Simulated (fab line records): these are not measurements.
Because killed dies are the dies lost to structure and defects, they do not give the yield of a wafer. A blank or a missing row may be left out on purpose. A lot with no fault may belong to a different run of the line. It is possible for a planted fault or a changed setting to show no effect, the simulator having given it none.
Which tool was responsible?	flow nand-harc	39 wafers from 13 lots sampled at 5 of the route's 1302 steps

## WHAT EACH GAUGE READ, for each wafer
NHARC_A_DECK1_JOINT_THK_MEAS_17: measures by ellipsometry. Usual: thk-nm at 44.9 nm, with a standard deviation of 1.1.
lot	measured	on	thk-nm (nm)	flag
L118	day 12 10:12	film-metro-02	45.6 43.5 44.7	
L119	day 12 20:02	film-metro-01	43.2 45.4 45.5	
L120	day 12 20:11	film-metro-02	45.4 43.8 46.6	
L121	day 13 18:55	film-metro-02	44.9 45.0 45.7	
L124	day 14 19:23	film-metro-02	45.0 44.8 43.3	
L125	day 15 14:20	film-metro-01	45.9 46.1 45.1	
L126	day 16 04:22	film-metro-02	43.0 43.7 44.9	
L127	day 16 04:26	film-metro-01	45.0 44.1 45.1	
L130	day 17 08:21	film-metro-01	43.7 45.1 46.3	
L132	day 18 12:58	film-metro-01	47.1 43.8 44.9	
L134	day 19 01:32	film-metro-02	46.8 45.8 46.2	
L139	day 21 07:58	film-metro-02	46.4 42.5 46.1	
L141	day 21 21:59	film-metro-01	45.6 46.0 45.1	

NHARC_A_ONON_D2_THK_MEAS_02: measures by ellipsometry. Usual: thk-nm at 1004 nm, with a standard deviation of 7.1.
lot	measured	on	thk-nm (nm)	flag
L118	day 12 10:49	film-metro-01	990 992 992	
L119	day 12 20:40	film-metro-01	1011 1009 1008	
L120	day 12 20:48	film-metro-01	1010 1012 1014	
L121	day 13 19:32	film-metro-02	994 995 997	
L124	day 14 19:59	film-metro-01	1001 999 999	
L125	day 15 14:56	film-metro-01	998 998 996	
L126	day 16 04:59	film-metro-01	1014 1014 1013	
L127	day 16 05:02	film-metro-02	1016 1016 1016	
L130	day 17 08:58	film-metro-02	1003 1003 1005	
L132	day 18 13:35	film-metro-02	1007 647 648	OFF
L134	day 19 02:09	film-metro-01	1005 1006 1006	
L139	day 21 08:35	film-metro-02	1002 1000 999	
L141	day 21 22:35	film-metro-02	999 1001 1000	

NHARC_END_SORT_01. Usual: killed-at-array 55, standard deviation 19; killed-at-other 0.8, standard deviation 1.1; killed-at-periphery 4.0, standard deviation 2.6; killed-dies 60, standard deviation 20; killed-open 3.4, standard deviation 1.7; killed-short 2.6, standard deviation 1.5.
lot	measured	on	killed-at-array	killed-at-other	killed-at-periphery	killed-dies	killed-open	killed-short	flag
L132	day 30 05:06	prober-02	48 671 673	0 0 0	7 6 4	55 677 677	4 5 4	3 0 3	OFF

## WHAT TOOL EACH LOT RAN ON (gives the tool, then ch and the chambers of the sampled wafers, and finally the start)
lot	NHARC_A_CHANNEL_FILL_D1_ETCHBACK_19	NHARC_A_ONON_D2_DEP_00
L118	rie-si-06 ch 1,2,3, day 10 01:35	pecvd-onon-04 ch 0, day 12 10:19
L119	rie-si-02 ch 1,2, day 10 15:02	pecvd-onon-01 ch 0, day 12 20:12
L120	rie-si-03 ch 0,1,3, day 10 15:02	pecvd-onon-04 ch 0, day 12 20:17
L121	rie-si-03 ch 2,3, day 11 02:56	pecvd-onon-04 ch 0, day 13 19:08
L124	rie-si-03 ch 0,3, day 12 06:44	pecvd-onon-04 ch 0, day 14 19:32
L125	rie-si-06 ch 1,2,3, day 13 01:31	pecvd-onon-04 ch 0, day 15 14:33
L126	rie-si-06 ch 0,2, day 13 17:37	pecvd-onon-01 ch 0, day 16 04:32
L127	rie-si-02 ch 0,2, day 13 20:58	pecvd-onon-04 ch 0, day 16 04:35
L130	rie-si-03 ch 0,1, day 14 18:07	pecvd-onon-03 ch 0, day 17 08:31
L132	rie-si-03 ch 0,1,2, day 16 00:08	pecvd-onon-04 ch 0, day 18 13:04
L134	rie-si-06 ch 1,2,3, day 16 17:03	pecvd-onon-03 ch 0, day 19 01:42
L139	rie-si-03 ch 0,2, day 18 20:41	pecvd-onon-03 ch 0, day 21 08:08
L141	rie-si-03 ch 1,3, day 19 12:11	pecvd-onon-03 ch 0, day 21 22:08
- NHARC_A_CHANNEL_FILL_D1_ETCHBACK_19: etches the open film in HBr/Cl2, target depth 5 nm, time 1.7 s.
- NHARC_A_ONON_D2_DEP_00: target thk 1000 nm.

## WHAT THE TOOLS THEMSELVES READ (means of the sampled wafers that have a number; where no wafer has one, the mark that the record gives instead)
NHARC_A_CHANNEL_FILL_D1_ETCHBACK_19. Usual: drypump-motor-current-A 5.6 A, standard deviation 0.37; oes-product-au 0.999 a.u., standard deviation 0.011; throttle-valve-pct 26.405 %, standard deviation 0.0091.
lot	tool	drypump-motor-current-A (A)	oes-product-au (a.u.)	throttle-valve-pct (%)	flag
L118	rie-si-06	6.1	0.991	26.400	
L119	rie-si-02	5.6	1.006	26.403	
L120	rie-si-03	5.5	1.005	26.410	
L121	rie-si-03	5.2	0.993	26.402	
L124	rie-si-03	5.5	1.000	26.409	
L125	rie-si-06	6.1	0.996	26.410	
L126	rie-si-06	6.0	0.990	26.394	
L127	rie-si-02	5.7	0.994	26.401	
L130	rie-si-03	5.7	1.002	26.409	
L132	rie-si-03	5.6	1.002	26.401	
L134	rie-si-06	6.1	0.989	26.409	
L139	rie-si-03	5.5	1.006	26.410	
L141	rie-si-03	5.6	1.006	26.401	

## THE ANSWER, worked out from the rows above alone
Rule: a lot is off if the mean of its wafers that have a number lies more than 3 standard deviations from the usual mean. A lot without any number at a reading at which 4 lots or more have one is off too. Where the step has rows for the other lots, those lots are counted as sound. The gauges are gone through in route order, then the tools' own readings, and for those a lot's mean is taken as printed above. At the first step where some lot is off, the reading lying furthest off is the one used; lots without a number count as furthest.
Off, at NHARC_A_ONON_D2_THK_MEAS_02 on thk-nm: L132.
A tool fits if, at a process step before that reading, it ran every lot that is off, and no sound lot after the first of them. The gauges at NHARC_A_ONON_D2_THK_MEAS_02 aren't tried: what is off there is off at NHARC_END_SORT_01 too, on other tools, and a gauge's error can't cause that. One fits: NHARC_A_ONON_D2_DEP_00 on pecvd-onon-04. A fault onset in the window from L127 (day 16 04:35, its last sound lot) to L132 (day 18 13:04, its first lot off) fits.

## WHAT THE SIMULATOR HAD PUT IN
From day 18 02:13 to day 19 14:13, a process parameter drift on pecvd-onon-04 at NHARC_A_ONON_D2_DEP_00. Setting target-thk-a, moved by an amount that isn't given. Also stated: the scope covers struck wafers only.
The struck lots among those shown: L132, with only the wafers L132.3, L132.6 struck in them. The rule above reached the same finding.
